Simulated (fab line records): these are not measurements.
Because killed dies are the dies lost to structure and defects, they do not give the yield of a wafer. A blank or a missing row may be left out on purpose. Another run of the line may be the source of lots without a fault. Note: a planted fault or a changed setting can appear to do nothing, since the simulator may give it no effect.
Chamber matching    flow nand_harc    ald_hk-01 running NHARC_A_WL_FILL_ALD_10: 4 sister chambers
The step deposits SiO2, target thk 50 nm, pulse time 10 s, ald cycles 500. 4 wafers are shown with their chamber, then 7 later ones without.

== WAFERS, EACH WITH ITS CHAMBER ==
wafer   chamber  heater_power_w (W)
L087.1  3        525
L087.4  2        446
L094.1  1        412
L094.2  0        449

== WAFERS MISSING THEIR CHAMBER ==
wafer   heater_power_w (W)
L094.3  518
L094.4  442
L094.5  437
L094.6  427
L096.1  457
L096.2  417
L096.5  415

== EACH ONE'S CHAMBER ==
wafer   from the rows above           in truth
L094.3  3                             3
L094.4  can't be placed: 2 or 0       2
L094.5  can't be placed: 2 or 0 or 1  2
L094.6  can't be placed: 1 or 2 or 0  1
L096.1  can't be placed: 0 or 2       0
L096.2  1                             1
L096.5  1                             1
Correctly placed: 3 of 7. From these rows, 4 cannot be placed; in 4 the true chamber is one of the candidates. Wrongly placed: 0.
How it was worked out, from the rows above alone: a wafer's distance from a chamber is the root of the sum, over the readings, of the square of ((its reading less the chamber's mean) divided by the reading's scatter). If the next closest chamber is less than 2 further off than the closest, the wafer can't be placed; otherwise it belongs to the closest. The mean given for a chamber averages the wafers shown for that chamber. The scatter: with one shown wafer a chamber, the root of the mean of the squares of how far each hidden wafer lies from its nearest shown one.
